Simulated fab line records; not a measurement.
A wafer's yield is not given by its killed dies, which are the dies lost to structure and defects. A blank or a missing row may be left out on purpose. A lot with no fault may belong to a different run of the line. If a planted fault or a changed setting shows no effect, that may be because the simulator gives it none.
fab line records ; flow n5_finfet ; part 1 of 2: steps 1 to 4 of 6
record: lots: 20; wafers: 60; last_day: 18
route steps=1938 shown BEOL_M9@1438 BEOL_M10@1472
lots that met no fault: from a run of the same line without faults
start_h: hours from the record's first day to the start of the lot's first wafer shown ; wait_h: hours from the lot's prior step to this one ; " as in the row above ; L1.1+2: one row covering several wafers at once ; - value missing, or start not given ; * or withheld: withheld ; < > ~ a bound
route shown NAME@n: NAME is a module with steps in the file, n the number in the route of the first one ; usual: mean and standard deviation over wafers with no fault ; same: alike in all rows ; chamber/n: place in a boat ; sites: per-site readings ; _std_site: the values' standard deviation ; _edge_site: the outer-site mean with the inner-site mean subtracted ; radius_mm: how far each site lies from the wafer's centre ; mask NAME#n: copy n ; behind: tool/chamber where the wafer was last shaped ; hold: why the lot went on hold/how many hours it stayed there/how the hold came to an end ; device: the n, p or np transistor that did not switch ; end of line: tests run on the same wafers once the route is complete ; a step given without rows: its recipe and nothing more ; killed: not the wafer's yield, but the dies lost to structure and defects at the first sort ; map: shows each die of a wafer: x if killed, . if not, _ if none is there
set.NAME: the setting the step ran with; set.NAME@STEP: the setting that earlier step ran with ; model.NAME: the simulator's own value behind a step, which no gauge read
one table for each step of the route and one row for each wafer, over a sample of lots
services: a tool's chamber out of use, with start hour (start_h, from the record's first day; less than 0 if before it), hours out, and reason
== steps ==
step: N5_BEOL_M9_ETCH_76
recipe: chemistry: N2/H2; target: underlayer; target_depth_a: 65; mask_material: CAR-EUV; time_s: 5.2; ion_energy_ev: 200; pressure_mtorr: 30; source_w: 840; bias_w: 150; n2_flow_sccm: 200; h2_flow_sccm: 200; ends: cleared
usual: drypump_motor_current_A: 5.6/0.39; etch_rf_on_time_s: 5.22/0.091; oes_product_au: 0.66/0.07; rf_fwd_power_W: 819.5/2.5; rf_vpp_V: 523.2/2.4; showerhead_plenum_p_Torr: 2.52/0.081; throttle_valve_pct: 17.90/0.26
lot.wafer;tool;chamber;start_h;wait_h;drypump_motor_current_A;etch_rf_on_time_s;oes_product_au;rf_fwd_power_W;rf_hours_counter_h;rf_vpp_V;showerhead_plenum_p_Torr;throttle_valve_pct
L074.2;rie_diel-04;0;208.97;0.0;5.6;5.06;0.70;821.2;69;523.4;2.48;17.89
L074.3;rie_diel-04;3;208.97;0.0;5.1;5.22;0.65;816.8;152;522.9;2.55;18.20
L074.6;rie_diel-04;1;208.97;0.0;5.9;5.18;0.57;818.4;-;526.6;2.61;17.92
L075.1;rie_diel-06;3;209.13;0.0;5.2;5.25;0.63;821.9;171;527.4;2.64;17.59
L075.2;rie_diel-06;2;209.13;0.0;6.0;5.21;0.60;821.5;210;525.2;2.62;17.87
L075.3;rie_diel-06;1;209.13;0.0;5.8;5.24;0.62;820.8;157;520.5;2.43;17.94
L077.2;rie_diel-05;1;214.02;0.0;5.5;5.15;0.61;818.5;196;520.3;2.42;18.07
L077.3;rie_diel-05;0;214.02;0.0;6.0;5.26;0.60;814.3;204;527.4;2.62;18.30
L077.4;rie_diel-05;2;214.02;0.0;5.1;5.20;0.72;820.0;61;524.4;2.57;17.65
L076.1;rie_diel-05;2;214.45;0.0;5.1;5.26;0.72;822.3;61;525.8;2.57;17.65
L076.3;rie_diel-05;3;214.45;0.0;5.7;5.25;0.69;823.5;96;523.2;2.46;17.54
L076.4;rie_diel-05;1;214.45;0.0;5.5;5.15;0.59;819.2;196;520.5;2.42;18.07
L078.1;rie_diel-06;3;224.08;0.0;5.2;5.26;0.63;820.8;178;524.9;2.64;17.60
L078.2;rie_diel-06;1;224.08;0.0;5.8;5.34;0.60;816.8;164;520.2;2.43;17.96
L078.5;rie_diel-06;1;224.08;0.0;5.8;5.32;0.61;818.4;-;520.7;2.43;17.95
L079.2;rie_diel-05;1;231.58;0.0;5.5;5.16;0.59;817.4;201;519.8;2.42;18.05
L079.4;rie_diel-05;0;231.58;0.0;6.0;5.32;0.60;818.2;209;524.4;2.62;18.31
L079.5;rie_diel-05;0;231.58;0.0;6.0;5.35;0.60;817.2;-;526.7;2.62;18.29
L080.1;rie_diel-04;2;233.18;0.0;6.5;5.10;0.79;816.6;17;521.1;2.47;17.89
L080.3;rie_diel-04;1;233.18;0.0;5.9;5.19;0.57;820.0;247;523.2;2.61;17.95
L080.5;rie_diel-04;3;233.18;0.0;5.1;5.20;0.64;820.0;-;523.7;2.55;18.21
L081.2;rie_diel-04;2;233.78;0.0;6.6;5.12;0.79;819.5;18;521.1;2.47;17.89
L081.3;rie_diel-04;0;233.78;0.0;5.6;5.13;0.70;820.1;76;520.6;2.48;17.92
L081.6;rie_diel-04;2;233.78;0.0;6.6;5.08;0.79;816.0;-;521.5;2.47;17.89
L082.3;rie_diel-04;0;242.36;0.0;5.6;5.16;0.69;822.9;78;520.3;2.47;17.90
L082.4;rie_diel-04;3;242.36;0.0;5.1;5.26;0.64;824.5;161;524.8;2.55;18.23
L082.5;rie_diel-04;1;242.36;0.0;5.9;5.25;0.56;817.5;-;524.9;2.61;17.95
L083.3;rie_diel-05;2;263.99;0.0;5.1;5.25;0.71;820.9;72;522.7;2.56;17.65
L083.5;rie_diel-05;0;263.99;0.0;5.9;5.35;0.59;822.2;-;525.9;2.61;18.33
L083.6;rie_diel-05;3;263.99;0.0;5.7;5.19;0.68;821.6;-;522.2;2.46;17.58
L086.1;rie_diel-05;0;272.57;0.0;6.0;5.36;0.59;819.4;222;527.4;2.61;18.31
L086.3;rie_diel-05;2;272.57;0.0;5.1;5.26;0.71;821.7;73;523.1;2.56;17.63
L086.5;rie_diel-05;1;272.57;0.0;5.5;5.20;0.59;819.9;-;520.2;2.41;18.08
L085.3;rie_diel-04;3;272.57;0.0;5.1;5.28;0.63;819.1;174;523.2;2.54;18.28
L085.4;rie_diel-04;2;272.57;0.0;6.6;5.11;0.77;818.7;32;523.4;2.47;17.90
L085.6;rie_diel-04;2;272.57;0.0;6.6;5.15;0.76;818.0;-;523.4;2.47;17.91
L087.2;rie_diel-05;1;280.61;0.0;5.5;5.19;0.59;820.1;216;521.1;2.41;18.08
L087.4;rie_diel-05;3;280.61;0.0;5.7;5.22;0.69;824.1;118;520.5;2.45;17.64
L087.5;rie_diel-05;1;280.61;0.0;5.6;5.22;0.59;820.1;-;519.4;2.41;18.08
L088.1;rie_diel-05;3;293.74;0.0;5.7;5.23;0.68;819.6;123;523.2;2.45;17.61
L088.2;rie_diel-05;2;293.74;0.0;5.1;5.27;0.69;821.0;80;523.8;2.56;17.68
L088.4;rie_diel-05;0;293.74;0.0;6.0;5.43;0.59;821.9;230;526.8;2.61;18.32
L091.1;rie_diel-05;2;296.08;0.0;5.1;5.22;0.70;820.2;81;522.8;2.56;17.65
L091.4;rie_diel-05;1;296.08;0.0;5.5;5.16;0.59;820.0;222;519.9;2.41;18.09
L091.5;rie_diel-05;1;296.08;0.0;5.5;5.21;0.59;818.8;-;519.7;2.41;18.08
L090.3;rie_diel-05;1;296.50;0.0;5.5;5.09;0.59;819.4;222;521.0;2.41;18.11
L090.5;rie_diel-05;1;296.50;0.0;5.5;5.11;0.59;819.2;-;518.9;2.41;18.08
L090.6;rie_diel-05;0;296.50;0.0;6.0;5.31;0.58;818.1;-;525.6;2.61;18.33
L093.2;rie_diel-05;1;316.34;0.0;5.5;5.11;0.58;821.5;229;519.6;2.40;18.09
L093.3;rie_diel-05;0;316.34;0.0;6.0;5.34;0.58;823.7;238;526.2;2.61;18.32
L093.4;rie_diel-05;2;316.34;0.0;5.1;5.20;0.69;821.6;88;522.4;2.56;17.66
L092.4;rie_diel-04;1;326.33;0.0;5.9;5.03;0.80;820.2;13;524.5;2.61;17.51
L092.5;rie_diel-04;1;326.33;0.0;5.9;5.08;0.78;819.0;-;525.0;2.61;17.49
L092.6;rie_diel-04;0;326.33;0.0;5.6;5.09;0.68;820.2;-;521.6;2.46;17.94
L095.2;rie_diel-06;1;344.35;0.0;5.8;5.30;0.59;820.9;203;520.0;2.41;18.00
L095.4;rie_diel-06;1;344.35;0.0;5.8;5.33;0.59;818.3;-;518.9;2.41;18.03
L095.6;rie_diel-06;3;344.35;0.0;5.2;5.20;0.61;819.6;-;525.0;2.62;17.68
L097.1;rie_diel-05;2;359.54;0.0;5.1;5.32;0.68;820.8;100;525.1;2.55;17.68
L097.3;rie_diel-05;3;359.54;0.0;5.6;5.26;0.66;821.8;143;520.9;2.44;17.65
L097.5;rie_diel-05;1;359.54;0.0;5.5;5.22;0.58;819.6;-;520.7;2.40;18.13
step: N5_BEOL_M9_ETCH_65
recipe: chemistry: CF4; target: SiARC; target_depth_a: 156; mask_material: CAR-EUV; time_s: 26; ion_energy_ev: 80; pressure_mtorr: 40; source_w: 545; bias_w: 36; Ar_flow_sccm: 100; cf4_flow_sccm: 100; ends: cleared
usual: cf4_flow_sccm: 100.0/0.31; drypump_motor_current_A: 5.6/0.39; etch_rf_on_time_s: 26.0/0.43; oes_product_au: 0.66/0.069; rf_fwd_power_W: 532.2/2.4; rf_vpp_V: 183.8/1.2; showerhead_plenum_p_Torr: 2.12/0.066; throttle_valve_pct: 15.70/0.24
lot.wafer;tool;chamber;start_h;wait_h;cf4_flow_sccm;drypump_motor_current_A;etch_rf_on_time_s;oes_product_au;rf_fwd_power_W;rf_hours_counter_h;rf_vpp_V;showerhead_plenum_p_Torr;throttle_valve_pct
L074.2;rie_diel-04;0;208.99;0.0;99.9;5.6;25.5;0.70;534.7;69;184.8;2.09;15.62
L074.3;rie_diel-04;3;208.99;0.0;99.9;5.1;26.0;0.65;532.1;152;184.0;2.14;15.90
L074.6;rie_diel-04;1;208.99;0.0;99.5;5.9;25.9;0.58;531.7;-;185.4;2.20;15.84
L075.1;rie_diel-06;3;209.15;0.0;100.5;5.2;25.8;0.64;531.7;171;184.6;2.22;15.51
L075.2;rie_diel-06;2;209.15;0.0;100.5;5.9;26.4;0.60;531.5;210;185.0;2.21;15.76
L075.3;rie_diel-06;1;209.15;0.0;99.9;5.8;26.3;0.62;528.4;157;183.2;2.05;15.81
L077.2;rie_diel-05;1;214.04;0.0;100.5;5.5;25.8;0.60;532.7;196;182.1;2.04;15.74
L077.3;rie_diel-05;0;214.04;0.0;100.0;5.9;26.6;0.60;533.0;204;184.6;2.21;16.07
L077.4;rie_diel-05;2;214.04;0.0;100.5;5.1;26.2;0.73;531.5;61;184.1;2.17;15.51
L076.1;rie_diel-05;2;214.47;0.0;100.3;5.1;26.2;0.72;535.2;61;184.6;2.17;15.53
L076.3;rie_diel-05;3;214.47;0.0;99.8;5.7;26.2;0.71;529.9;96;183.5;2.08;15.38
L076.4;rie_diel-05;1;214.47;0.0;100.0;5.5;26.3;0.60;532.2;196;183.8;2.04;15.76
L078.1;rie_diel-06;3;224.10;0.0;100.4;5.2;25.9;0.63;531.0;178;185.1;2.22;15.51
L078.2;rie_diel-06;1;224.10;0.0;100.0;5.8;26.4;0.62;532.0;164;183.6;2.05;15.82
L078.5;rie_diel-06;1;224.10;0.0;100.4;5.8;26.1;0.62;530.8;-;182.3;2.05;15.81
L079.2;rie_diel-05;1;231.59;0.0;100.3;5.5;25.6;0.60;531.4;201;182.3;2.04;15.78
L079.4;rie_diel-05;0;231.59;0.0;100.2;6.0;26.7;0.60;533.3;209;183.3;2.20;16.07
L079.5;rie_diel-05;0;231.59;0.0;99.9;6.0;26.8;0.59;530.4;-;185.2;2.20;16.09
L080.1;rie_diel-04;2;233.20;0.0;100.0;6.5;25.2;0.79;534.1;17;183.1;2.09;15.65
L080.3;rie_diel-04;1;233.20;0.0;99.8;5.9;25.9;0.57;529.4;247;184.9;2.20;15.84
L080.5;rie_diel-04;3;233.20;0.0;99.9;5.1;25.7;0.66;528.6;-;182.6;2.14;15.93
L081.2;rie_diel-04;2;233.80;0.0;100.3;6.5;25.4;0.79;537.3;18;185.2;2.09;15.66
L081.3;rie_diel-04;0;233.80;0.0;100.1;5.6;25.3;0.70;538.2;76;182.7;2.09;15.66
L081.6;rie_diel-04;2;233.80;0.0;100.2;6.5;25.4;0.79;536.3;-;183.5;2.09;15.65
L082.3;rie_diel-04;0;242.38;0.0;99.9;5.6;25.7;0.69;540.4;78;182.9;2.08;15.66
L082.4;rie_diel-04;3;242.38;0.0;100.1;5.1;26.4;0.64;529.6;161;184.1;2.14;15.92
L082.5;rie_diel-04;1;242.38;0.0;100.1;5.9;26.3;0.57;532.4;-;185.3;2.20;15.87
L083.3;rie_diel-05;2;264.01;0.0;100.2;5.1;25.8;0.72;531.7;72;182.4;2.17;15.53
L083.5;rie_diel-05;0;264.01;0.0;99.8;6.0;26.8;0.59;532.4;-;186.3;2.20;16.09
L083.6;rie_diel-05;3;264.01;0.0;100.0;5.7;25.9;0.68;531.6;-;182.5;2.07;15.40
L086.1;rie_diel-05;0;272.59;0.0;100.2;6.0;26.6;0.59;527.6;222;184.8;2.20;16.10
L086.3;rie_diel-05;2;272.59;0.0;100.3;5.1;26.1;0.71;530.0;73;184.1;2.17;15.56
L086.5;rie_diel-05;1;272.59;0.0;99.6;5.5;25.9;0.59;532.5;-;182.8;2.04;15.81
L085.3;rie_diel-04;3;272.59;0.0;100.4;5.1;26.1;0.64;532.6;174;182.9;2.14;15.97
L085.4;rie_diel-04;2;272.59;0.0;100.1;6.6;25.3;0.76;534.4;32;181.4;2.08;15.68
L085.6;rie_diel-04;2;272.59;0.0;100.5;6.5;25.5;0.76;533.5;-;182.8;2.08;15.66
L087.2;rie_diel-05;1;280.62;0.0;100.2;5.6;25.6;0.59;527.4;216;181.6;2.03;15.81
L087.4;rie_diel-05;3;280.62;0.0;100.0;5.7;25.8;0.69;528.5;118;183.9;2.07;15.42
L087.5;rie_diel-05;1;280.62;0.0;100.5;5.5;25.7;0.60;527.8;-;182.3;2.03;15.82
L088.1;rie_diel-05;3;293.75;0.0;100.6;5.6;26.2;0.67;530.8;123;184.2;2.07;15.43
L088.2;rie_diel-05;2;293.75;0.0;99.8;5.1;26.3;0.70;531.9;80;183.8;2.16;15.55
L088.4;rie_diel-05;0;293.75;0.0;100.2;6.0;27.1;0.58;531.3;230;185.2;2.20;16.11
L091.1;rie_diel-05;2;296.09;0.0;100.3;5.1;25.9;0.72;531.9;81;184.6;2.16;15.56
L091.4;rie_diel-05;1;296.09;0.0;100.0;5.5;25.7;0.58;532.5;222;183.2;2.03;15.84
L091.5;rie_diel-05;1;296.09;0.0;99.8;5.5;25.5;0.59;530.2;-;183.1;2.03;15.81
L090.3;rie_diel-05;1;296.52;0.0;99.9;5.5;25.8;0.59;533.1;222;181.9;2.03;15.81
L090.5;rie_diel-05;1;296.52;0.0;99.8;5.6;26.0;0.59;530.2;-;182.4;2.03;15.81
L090.6;rie_diel-05;0;296.52;0.0;99.5;6.0;26.6;0.59;531.5;-;183.9;2.20;16.10
L093.2;rie_diel-05;1;316.36;0.0;100.2;5.5;25.8;0.59;532.7;229;182.1;2.03;15.81
L093.3;rie_diel-05;0;316.36;0.0;99.9;6.0;26.7;0.59;527.7;238;183.3;2.19;16.13
L093.4;rie_diel-05;2;316.36;0.0;99.7;5.1;26.1;0.70;531.4;88;183.1;2.16;15.57
L092.4;rie_diel-04;1;326.34;0.0;99.6;5.9;25.3;0.79;531.4;13;185.4;2.20;15.37
L092.5;rie_diel-04;1;326.34;0.0;99.5;5.9;25.5;0.79;532.9;-;184.9;2.20;15.37
L092.6;rie_diel-04;0;326.34;0.0;99.8;5.6;25.7;0.67;537.9;-;183.6;2.08;15.70
L095.2;rie_diel-06;1;344.37;0.0;100.0;5.8;26.6;0.59;529.3;203;182.5;2.04;15.89
L095.4;rie_diel-06;1;344.37;0.0;100.0;5.8;26.3;0.59;530.5;-;184.6;2.04;15.90
L095.6;rie_diel-06;3;344.37;0.0;99.5;5.2;26.3;0.60;532.6;-;183.8;2.20;15.59
L097.1;rie_diel-05;2;359.55;0.0;100.1;5.1;26.4;0.69;532.2;100;185.1;2.16;15.61
L097.3;rie_diel-05;3;359.55;0.0;99.6;5.7;26.4;0.66;530.8;143;184.7;2.06;15.47
L097.5;rie_diel-05;1;359.55;0.0;100.4;5.5;25.9;0.58;533.6;-;182.2;2.03;15.84
step: N5_BEOL_M9_ETCH_66
recipe: chemistry: N2/H2; target: SOC; target_depth_a: 800; overetch_a: 160; mask_material: SiARC; temp_c: 40; time_s: 120; ion_energy_ev: 200; pressure_mtorr: 30; source_w: 840; bias_w: 150; n2_flow_sccm: 200; h2_flow_sccm: 200
usual: drypump_motor_current_A: 5.6/0.39; oes_product_au: 0.59/0.059; rf_fwd_power_W: 835/3.2; rf_vpp_V: 523.2/2.3; showerhead_plenum_p_Torr: 2.52/0.081; throttle_valve_pct: 17.86/0.26
lot.wafer;tool;chamber;start_h;wait_h;drypump_motor_current_A;oes_product_au;rf_fwd_power_W;rf_hours_counter_h;rf_vpp_V;showerhead_plenum_p_Torr;throttle_valve_pct
L074.2;rie_diel-04;0;209.02;0.0;5.6;0.62;840;69;521.6;2.48;17.85
L074.3;rie_diel-04;3;209.02;0.0;5.1;0.59;831;152;523.3;2.55;18.15
L074.6;rie_diel-04;1;209.02;0.0;5.9;0.52;838;-;525.9;2.61;17.91
L075.1;rie_diel-06;3;209.17;0.0;5.2;0.57;835;171;525.8;2.64;17.58
L075.2;rie_diel-06;2;209.17;0.0;5.9;0.54;832;210;526.7;2.62;17.85
L075.3;rie_diel-06;1;209.17;0.0;5.8;0.56;831;157;520.8;2.43;17.91
L077.2;rie_diel-05;1;214.07;0.0;5.5;0.54;834;196;520.3;2.42;17.99
L077.3;rie_diel-05;0;214.07;0.0;6.0;0.55;832;204;527.1;2.62;18.24
L077.4;rie_diel-05;2;214.07;0.0;5.1;0.65;833;61;525.9;2.57;17.58
L076.1;rie_diel-05;2;214.50;0.0;5.1;0.66;831;61;525.3;2.57;17.59
L076.3;rie_diel-05;3;214.50;0.0;5.7;0.63;838;96;523.0;2.46;17.52
L076.4;rie_diel-05;1;214.50;0.0;5.5;0.54;835;196;519.4;2.42;18.00
L078.1;rie_diel-06;3;224.13;0.0;5.2;0.57;832;178;526.3;2.64;17.58
L078.2;rie_diel-06;1;224.13;0.0;5.8;0.56;839;164;520.1;2.43;17.91
L078.5;rie_diel-06;1;224.13;0.0;5.7;0.56;832;-;521.1;2.43;17.92
L079.2;rie_diel-05;1;231.62;0.0;5.6;0.54;836;201;519.3;2.42;18.01
L079.4;rie_diel-05;0;231.62;0.0;6.0;0.56;839;209;526.2;2.62;18.28
L079.5;rie_diel-05;0;231.62;0.0;6.0;0.54;835;-;524.3;2.62;18.25
L080.1;rie_diel-04;2;233.23;0.0;6.5;0.69;838;17;521.7;2.47;17.84
L080.3;rie_diel-04;1;233.23;0.0;5.9;0.51;839;247;525.6;2.61;17.90
L080.5;rie_diel-04;3;233.23;0.0;5.1;0.59;831;-;525.0;2.55;18.18
L081.2;rie_diel-04;2;233.83;0.0;6.5;0.70;836;18;524.5;2.47;17.84
L081.3;rie_diel-04;0;233.83;0.0;5.6;0.61;835;76;521.9;2.48;17.86
L081.6;rie_diel-04;2;233.83;0.0;6.5;0.70;836;-;521.6;2.47;17.85
L082.3;rie_diel-04;0;242.40;0.0;5.6;0.62;838;78;522.2;2.47;17.86
L082.4;rie_diel-04;3;242.40;0.0;5.1;0.58;833;161;524.4;2.55;18.16
L082.5;rie_diel-04;1;242.40;0.0;5.9;0.51;836;-;525.3;2.61;17.93
L083.3;rie_diel-05;2;264.04;0.0;5.1;0.64;838;72;525.8;2.56;17.63
L083.5;rie_diel-05;0;264.04;0.0;6.0;0.54;840;-;526.9;2.62;18.27
L083.6;rie_diel-05;3;264.04;0.0;5.7;0.61;831;-;520.6;2.46;17.54
L086.1;rie_diel-05;0;272.61;0.0;6.0;0.55;843;222;525.9;2.61;18.28
L086.3;rie_diel-05;2;272.61;0.0;5.1;0.64;831;73;525.5;2.56;17.61
L086.5;rie_diel-05;1;272.61;0.0;5.5;0.53;837;-;520.2;2.41;18.04
L085.3;rie_diel-04;3;272.61;0.0;5.1;0.57;833;174;525.8;2.54;18.19
L085.4;rie_diel-04;2;272.61;0.0;6.5;0.68;840;33;521.9;2.47;17.87
L085.6;rie_diel-04;2;272.61;0.0;6.5;0.68;840;-;522.1;2.47;17.87
L087.2;rie_diel-05;1;280.65;0.0;5.5;0.53;835;216;519.8;2.41;18.03
L087.4;rie_diel-05;3;280.65;0.0;5.7;0.61;835;118;522.0;2.45;17.56
L087.5;rie_diel-05;1;280.65;0.0;5.5;0.52;833;-;520.3;2.41;18.05
L088.1;rie_diel-05;3;293.78;0.0;5.7;0.61;839;123;522.1;2.45;17.57
L088.2;rie_diel-05;2;293.78;0.0;5.1;0.64;828;81;524.1;2.56;17.62
L088.4;rie_diel-05;0;293.78;0.0;5.9;0.53;840;230;524.7;2.61;18.31
L091.1;rie_diel-05;2;296.12;0.0;5.1;0.64;832;81;523.6;2.56;17.61
L091.4;rie_diel-05;1;296.12;0.0;5.5;0.52;836;222;520.5;2.41;18.06
L091.5;rie_diel-05;1;296.12;0.0;5.5;0.53;834;-;521.3;2.41;18.04
L090.3;rie_diel-05;1;296.55;0.0;5.5;0.53;838;222;520.4;2.41;18.05
L090.5;rie_diel-05;1;296.55;0.0;5.5;0.53;835;-;520.4;2.41;18.02
L090.6;rie_diel-05;0;296.55;0.0;6.0;0.54;836;-;526.0;2.61;18.29
L093.2;rie_diel-05;1;316.39;0.0;5.5;0.52;836;229;520.3;2.40;18.07
L093.3;rie_diel-05;0;316.39;0.0;6.0;0.54;836;238;525.7;2.61;18.31
L093.4;rie_diel-05;2;316.39;0.0;5.1;0.63;833;88;525.1;2.56;17.64
L092.4;rie_diel-04;1;326.37;0.0;5.9;0.70;836;13;526.2;2.60;17.47
L092.5;rie_diel-04;1;326.37;0.0;5.9;0.70;835;-;525.5;2.60;17.47
L092.6;rie_diel-04;0;326.37;0.0;5.7;0.61;839;-;523.4;2.46;17.90
L095.2;rie_diel-06;1;344.40;0.0;5.8;0.54;834;203;519.8;2.41;18.00
L095.4;rie_diel-06;1;344.40;0.0;5.8;0.54;834;-;521.2;2.41;17.98
L095.6;rie_diel-06;3;344.40;0.0;5.2;0.54;836;-;526.7;2.62;17.66
L097.1;rie_diel-05;2;359.58;0.0;5.1;0.61;835;100;524.9;2.55;17.65
L097.3;rie_diel-05;3;359.58;0.0;5.6;0.60;830;143;521.0;2.44;17.60
L097.5;rie_diel-05;1;359.58;0.0;5.5;0.52;835;-;520.1;2.40;18.08
step: N5_BEOL_M10_THK_MEAS_01
recipe: reads: SiCOH_lowk_of_BEOL_M10_ILD_DEP_00
usual: M10_ILD_THK: 268/3
lot.wafer;tool;chamber;start_h;wait_h;M10_ILD_THK[nm]
L074.2;film_metro-02;-;214.31;0.4;267
L074.3;film_metro-02;-;214.31;0.4;268
L074.6;film_metro-02;-;214.31;0.4;270
L075.1;film_metro-01;-;214.74;0.4;264
L075.2;film_metro-01;-;214.74;0.4;266
L075.3;film_metro-01;-;214.74;0.4;263
L077.2;film_metro-02;-;218.18;0.4;265
L077.3;film_metro-02;-;218.18;0.4;267
L077.4;film_metro-02;-;218.18;0.4;269
L076.1;film_metro-01;-;218.25;0.4;267
L076.3;film_metro-01;-;218.25;0.4;261
L076.4;film_metro-01;-;218.25;0.4;273
L078.1;film_metro-01;-;227.45;0.4;263
L078.2;film_metro-01;-;227.45;0.4;266
L078.5;film_metro-01;-;227.45;0.4;266
L079.2;film_metro-02;-;235.80;0.4;267
L079.4;film_metro-02;-;235.80;0.4;269
L079.5;film_metro-02;-;235.80;0.4;271
L080.1;film_metro-01;-;236.88;0.4;265
L080.3;film_metro-01;-;236.88;0.4;263
L080.5;film_metro-01;-;236.88;0.4;272
L081.2;film_metro-02;-;239.47;0.4;265
L081.3;film_metro-02;-;239.47;0.4;266
L081.6;film_metro-02;-;239.47;0.4;270
L082.3;film_metro-02;-;245.83;0.3;266
L082.4;film_metro-02;-;245.83;0.3;263
L082.5;film_metro-02;-;245.83;0.3;265
L083.3;film_metro-02;-;269.48;0.3;265
L083.5;film_metro-02;-;269.48;0.3;269
L083.6;film_metro-02;-;269.48;0.3;270
L086.1;film_metro-02;-;276.84;0.4;272
L086.3;film_metro-02;-;276.84;0.4;267
L086.5;film_metro-02;-;276.84;0.4;272
L085.3;film_metro-02;-;277.00;0.3;266
L085.4;film_metro-02;-;277.00;0.3;268
L085.6;film_metro-02;-;277.00;0.3;269
L087.2;film_metro-01;-;284.07;0.4;262
L087.4;film_metro-01;-;284.07;0.4;270
L087.5;film_metro-01;-;284.07;0.4;270
L088.1;film_metro-02;-;298.54;0.4;268
L088.2;film_metro-02;-;298.54;0.4;269
L088.4;film_metro-02;-;298.54;0.4;271
L091.1;film_metro-02;-;300.15;0.4;267
L091.4;film_metro-02;-;300.15;0.4;272
L091.5;film_metro-02;-;300.15;0.4;270
L090.3;film_metro-02;-;300.49;0.3;263
L090.5;film_metro-02;-;300.49;0.3;269
L090.6;film_metro-02;-;300.49;0.3;264
L093.2;film_metro-02;-;320.07;0.4;269
L093.3;film_metro-02;-;320.07;0.4;267
L093.4;film_metro-02;-;320.07;0.4;272
L092.4;film_metro-02;-;329.74;0.2;272
L092.5;film_metro-02;-;329.74;0.2;271
L092.6;film_metro-02;-;329.74;0.2;273
L095.2;film_metro-01;-;349.10;0.4;267
L095.4;film_metro-01;-;349.10;0.4;269
L095.6;film_metro-01;-;349.10;0.4;270
L097.1;film_metro-01;-;363.81;0.4;263
L097.3;film_metro-01;-;363.81;0.4;264
L097.5;film_metro-01;-;363.81;0.4;269
